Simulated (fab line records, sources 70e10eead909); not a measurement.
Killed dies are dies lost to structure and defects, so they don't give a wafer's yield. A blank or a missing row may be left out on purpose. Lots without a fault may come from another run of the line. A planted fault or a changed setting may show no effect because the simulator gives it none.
Which tool did it? | flow nand_harc | 10 lots, 30 wafers sampled, at 5 steps of a route of 1302

WHAT THE GAUGES READ, wafer by wafer
NHARC_A_ONON_D1_THK_MEAS_14: measures by ellipsometry.
lot  | measured     | on            | thk_nm (nm)
L110 | day 7 14:28  | film_metro-01 | 1007 1006 1007
L112 | day 8 09:08  | film_metro-02 | 1016 1014 1015
L111 | day 8 09:09  | film_metro-01 | 989 989 988
L117 | day 10 21:25 | film_metro-01 | 992 993 994
L123 | day 13 05:46 | film_metro-02 | 993 992 993
L124 | day 13 22:34 | film_metro-01 | 997 999 996
L129 | day 16 01:19 | film_metro-01 | 1014 1014 1015
L131 | day 16 16:30 | film_metro-01 | 1001 998 1000
L133 | day 17 07:47 | film_metro-02 | 1003 1005 1003
L132 | day 17 07:48 | film_metro-02 | 1006 1005 1004

NHARC_END_SORT_01.
lot  | measured     | on        | killed_at_array | killed_at_other | killed_at_periphery | killed_dies | killed_open | killed_short
L123 | day 29 22:56 | prober-01 | 76 53           | 1 3             | 2 1                 | 79 57       | 1 3         | 0 1
L124 | day 30 10:13 | prober-02 | 63 72 75        | 1 1 0           | 3 4 1               | 67 77 76    | 3 5 8       | 1 3 0

WHICH TOOL RAN EACH LOT (tool, then ch and the chambers of the sampled wafers, then the start)
lot  | NHARC_A_CHANNEL_HOLE_D1_DEP_01  | NHARC_A_CHANNEL_HOLE_D1_ETCH_39    | NHARC_A_CHANNEL_HOLE_D1_ETCH_23
L110 | pecvd-03 ch 0,1,2, day 8 07:57  | rie_diel-01 ch 0,2,3, day 8 09:04  | har_etch-01 ch 0,1, day 8 11:47
L112 | pecvd-04 ch 0,1,2, day 8 21:44  | rie_diel-10 ch 0,1,3, day 8 23:04  | har_etch-01 ch 0,1, day 9 01:48
L111 | pecvd-02 ch 0,1,2, day 8 21:40  | rie_diel-10 ch 0,1, day 8 22:47    | har_etch-02 ch 0,1, day 9 01:21
L117 | pecvd-03 ch 0,1,2, day 11 13:56 | rie_diel-01 ch 1,2,3, day 11 14:59 | har_etch-02 ch 0,1, day 11 17:31
L123 | pecvd-03 ch 0,2, day 13 21:08   | rie_diel-10 ch 0,1, day 13 22:09   | har_etch-01 ch 0,1, day 14 00:51
L124 | pecvd-04 ch 0,1,2, day 14 11:17 | rie_diel-10 ch 0,2,3, day 14 12:12 | har_etch-01 ch 0,1, day 14 15:27
L129 | pecvd-02 ch 0,1, day 16 14:39   | rie_diel-04 ch 1,2,3, day 16 15:44 | har_etch-01 ch 0,1, day 16 22:30
L131 | pecvd-03 ch 0,1, day 17 06:31   | rie_diel-10 ch 0,2, day 17 07:29   | har_etch-02 ch 0, day 17 14:01
L133 | pecvd-03 ch 1,2, day 17 23:46   | rie_diel-04 ch 0,1,3, day 18 00:52 | har_etch-01 ch 0,1, day 18 03:17
L132 | pecvd-04 ch 1,2, day 18 00:32   | rie_diel-10 ch 0,1,3, day 18 01:38 | har_etch-02 ch 0,1, day 18 06:00
- NHARC_A_CHANNEL_HOLE_D1_DEP_01: deposits SiON, target thk 140 nm.
- NHARC_A_CHANNEL_HOLE_D1_ETCH_39: etches the open film in N2/H2, target depth 260 nm, time 325 s.
- NHARC_A_CHANNEL_HOLE_D1_ETCH_23: etches the open film in C4F8/O2/Ar, time 819 s, target depth 1600 nm.

WHAT THE TOOLS THEMSELVES READ (means of the sampled wafers that have a number; where no wafer has one, the mark that the record gives instead)
NHARC_A_CHANNEL_HOLE_D1_DEP_01.
lot  | tool     | heater_power_w (W)
L110 | pecvd-03 | 735
L112 | pecvd-04 | 835
L111 | pecvd-02 | 737
L117 | pecvd-03 | 669
L123 | pecvd-03 | 683
L124 | pecvd-04 | 761
L129 | pecvd-02 | 732
L131 | pecvd-03 | 686
L133 | pecvd-03 | 700
L132 | pecvd-04 | 771

NHARC_A_CHANNEL_HOLE_D1_ETCH_39.
lot  | tool        | bias_w (W) | drypump_motor_current_A (A) | oes_product_au (a.u.) | rf_vpp_V (V) | showerhead_plenum_p_Torr (Torr) | throttle_valve_pct (%)
L110 | rie_diel-01 | 149.6      | 5.9                         | 1.010                 | 430.5        | 2.04                            | 14.168
L112 | rie_diel-10 | 149.5      | 5.4                         | 1.001                 | 429.3        | 2.01                            | 14.174
L111 | rie_diel-10 | 150.3      | 5.2                         | 1.018                 | 429.9        | 2.00                            | 14.174
L117 | rie_diel-01 | 150.4      | 6.1                         | 1.000                 | 429.5        | 2.01                            | 14.176
L123 | rie_diel-10 | 150.5      | 5.2                         | 0.910                 | 430.3        | 2.00                            | 14.181
L124 | rie_diel-10 | 149.7      | 5.5                         | 0.866                 | 430.9        | 2.03                            | 14.176
L129 | rie_diel-04 | 149.8      | 5.5                         | 1.007                 | 432.9        | 2.10                            | 14.174
L131 | rie_diel-10 | 150.4      | 5.5                         | 0.991                 | 430.3        | 2.03                            | 14.165
L133 | rie_diel-04 | 150.4      | 5.6                         | 1.005                 | 433.6        | 2.13                            | 14.166
L132 | rie_diel-10 | 150.5      | 5.4                         | 1.000                 | 430.5        | 2.00                            | 14.175

NHARC_A_CHANNEL_HOLE_D1_ETCH_23.
lot  | tool        | drypump_motor_current_A (A) | showerhead_plenum_p_Torr (Torr) | throttle_valve_pct (%)
L110 | har_etch-01 | 5.65                        | 3.67                            | 32.152
L112 | har_etch-01 | 5.56                        | 3.69                            | 32.154
L111 | har_etch-02 | 5.52                        | 3.67                            | 32.166
L117 | har_etch-02 | 5.49                        | 3.65                            | 32.150
L123 | har_etch-01 | 5.57                        | 3.65                            | 32.147
L124 | har_etch-01 | 5.56                        | 3.65                            | 32.152
L129 | har_etch-01 | 5.66                        | 3.60                            | 32.152
L131 | har_etch-02 | 5.60                        | 3.64                            | 32.145
L133 | har_etch-01 | 5.63                        | 3.59                            | 32.152
L132 | har_etch-02 | 5.57                        | 3.73                            | 32.150

THE ANSWER, worked out from the rows above alone
Rule: what is usual is taken from the lots themselves. Put in order of their means at a reading, lots are off if they are a third of the lots or fewer, leave a main group of 4 or more, and stand apart from it by a gap of 3 or more times the standard deviation of the main group's means; of several such gaps the widest counts. A main group whose means are all the same, to the digits that the tables above print for the reading, isn't used. A lot without any number at a reading at which 4 lots or more have one is off too. The other lots that the step has rows for count as sound. The gauges are gone through in route order, then the tools' own readings, and for those a lot's mean is taken as printed above. The first step at which some lot is off is used, and at that step the reading that is off furthest; a lot without a number counts as furthest.
Off: L123, L124, at NHARC_A_CHANNEL_HOLE_D1_ETCH_39 (oes_product_au). The main group: mean 1.004 a.u., standard deviation 0.0075.
A tool fits if, at that step or a process step before it, it ran every lot that is off, and no sound lot after the first of them. None of those tried fits.

WHAT THE SIMULATOR HAD PUT IN
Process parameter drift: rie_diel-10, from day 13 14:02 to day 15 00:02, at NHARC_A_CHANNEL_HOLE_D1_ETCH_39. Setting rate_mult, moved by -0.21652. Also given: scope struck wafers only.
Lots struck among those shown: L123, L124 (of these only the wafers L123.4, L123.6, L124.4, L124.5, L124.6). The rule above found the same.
